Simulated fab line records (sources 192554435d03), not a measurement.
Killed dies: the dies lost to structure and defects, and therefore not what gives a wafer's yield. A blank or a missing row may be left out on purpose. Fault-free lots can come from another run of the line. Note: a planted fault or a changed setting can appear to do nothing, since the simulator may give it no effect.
Which tool did it? / flow n5Finfet / 11 lots, 32 wafers sampled, at 2 steps of a route of 1938

== WHAT EACH GAUGE READ, for each wafer ==
N5_PASSIVATION_OVL_MEAS_60.
lot=L794; measured=day 12 21:16; on=overlay-02; TV_OVL (nm)=-17 -7 -9
lot=L795; measured=day 13 12:32; on=overlay-02; TV_OVL (nm)=2 4 3
lot=L796; measured=day 14 00:55; on=overlay-01; TV_OVL (nm)=-4 -2 -5
lot=L800; measured=day 15 11:16; on=overlay-01; TV_OVL (nm)=12 5 3
lot=L802; measured=day 15 13:31; on=overlay-02; TV_OVL (nm)=7 6 6
lot=L804; measured=day 16 02:06; on=overlay-02; TV_OVL (nm)=4 4 6
lot=L808; measured=day 16 18:16; on=overlay-02; TV_OVL (nm)=11 2
lot=L809; measured=day 16 21:16; on=overlay-01; TV_OVL (nm)=4 -5 4
lot=L811; measured=day 17 12:05; on=overlay-02; TV_OVL (nm)=6 3 6
lot=L813; measured=day 18 09:07; on=overlay-02; TV_OVL (nm)=1 1 5
lot=L814; measured=day 18 12:14; on=overlay-02; TV_OVL (nm)=9 7 -2

== WHICH TOOL RAN EACH LOT (tool, then ch and the chambers of the sampled wafers, then the start) ==
lot=L794; N5_PASSIVATION_PECVD_55=pecvd-03 ch 0,1, day 12 19:12
lot=L795; N5_PASSIVATION_PECVD_55=pecvd-02 ch 0,1,2, day 13 11:59
lot=L796; N5_PASSIVATION_PECVD_55=pecvd-02 ch 0,2, day 14 00:02
lot=L800; N5_PASSIVATION_PECVD_55=pecvd-03 ch 0,1,2, day 15 10:31
lot=L802; N5_PASSIVATION_PECVD_55=pecvd-01 ch 1,2, day 15 10:45
lot=L804; N5_PASSIVATION_PECVD_55=pecvd-02 ch 0,1,2, day 15 22:49
lot=L808; N5_PASSIVATION_PECVD_55=pecvd-02 ch 0,2, day 16 17:36
lot=L809; N5_PASSIVATION_PECVD_55=pecvd-01 ch 0,1,2, day 16 20:43
lot=L811; N5_PASSIVATION_PECVD_55=pecvd-03 ch 1,2, day 17 11:26
lot=L813; N5_PASSIVATION_PECVD_55=pecvd-01 ch 1,2, day 18 08:41
lot=L814; N5_PASSIVATION_PECVD_55=pecvd-01 ch 0,1, day 18 11:10
- N5_PASSIVATION_PECVD_55: deposits SiO2 from SiH4/N2O, target thk 400 nm, time 22.5 s.

== AS READ BY THE TOOLS THEMSELVES (means over the sampled wafers that have a number; for cases with no such wafer, the mark the record gives instead) ==
N5_PASSIVATION_PECVD_55.
lot=L794; tool=pecvd-03; chamberPressureTorr (Torr)=2.702; heaterPowerW (W)=503; showerheadPlenumPTorr (Torr)=8.18; throttleValvePct (%)=51
lot=L795; tool=pecvd-02; chamberPressureTorr (Torr)=2.703; heaterPowerW (W)=563; showerheadPlenumPTorr (Torr)=8.13; throttleValvePct (%)=53
lot=L796; tool=pecvd-02; chamberPressureTorr (Torr)=2.698; heaterPowerW (W)=665; showerheadPlenumPTorr (Torr)=8.16; throttleValvePct (%)=50
lot=L800; tool=pecvd-03; chamberPressureTorr (Torr)=2.698; heaterPowerW (W)=571; showerheadPlenumPTorr (Torr)=8.12; throttleValvePct (%)=50
lot=L802; tool=pecvd-01; chamberPressureTorr (Torr)=2.705; heaterPowerW (W)=742; showerheadPlenumPTorr (Torr)=8.24; throttleValvePct (%)=50
lot=L804; tool=pecvd-02; chamberPressureTorr (Torr)=2.695; heaterPowerW (W)=649; showerheadPlenumPTorr (Torr)=8.13; throttleValvePct (%)=53
lot=L808; tool=pecvd-02; chamberPressureTorr (Torr)=2.702; heaterPowerW (W)=575; showerheadPlenumPTorr (Torr)=8.16; throttleValvePct (%)=52
lot=L809; tool=pecvd-01; chamberPressureTorr (Torr)=2.699; heaterPowerW (W)=720; showerheadPlenumPTorr (Torr)=8.16; throttleValvePct (%)=51
lot=L811; tool=pecvd-03; chamberPressureTorr (Torr)=2.701; heaterPowerW (W)=645; showerheadPlenumPTorr (Torr)=8.07; throttleValvePct (%)=49
lot=L813; tool=pecvd-01; chamberPressureTorr (Torr)=2.699; heaterPowerW (W)=805; showerheadPlenumPTorr (Torr)=8.15; throttleValvePct (%)=51
lot=L814; tool=pecvd-01; chamberPressureTorr (Torr)=2.702; heaterPowerW (W)=787; showerheadPlenumPTorr (Torr)=8.11; throttleValvePct (%)=51

== THE ANSWER, worked out from the rows above alone ==
Rule: what is usual is taken from the lots themselves. Put in order of their means at a reading, lots are off if they are a third of the lots or fewer, leave a main group of 4 or more, and stand apart from it by a gap of 3 or more times the standard deviation of the main group's means; of several such gaps the widest counts. The tables above print the reading to a certain number of digits; a main group whose means all agree to those digits is not used. Also off: a lot with no number at a reading for which 4 or more lots have one. Any other lot the step has rows for is counted as sound. The gauges are gone through in route order, then the tools' own readings, and for those a lot's mean is taken as printed above. The first step at which some lot is off is used, and at that step the reading that is off furthest; a lot without a number counts as furthest.
No lot is off at any reading shown: from this, nothing can be told.

== WHAT THE SIMULATOR PUT IN ==
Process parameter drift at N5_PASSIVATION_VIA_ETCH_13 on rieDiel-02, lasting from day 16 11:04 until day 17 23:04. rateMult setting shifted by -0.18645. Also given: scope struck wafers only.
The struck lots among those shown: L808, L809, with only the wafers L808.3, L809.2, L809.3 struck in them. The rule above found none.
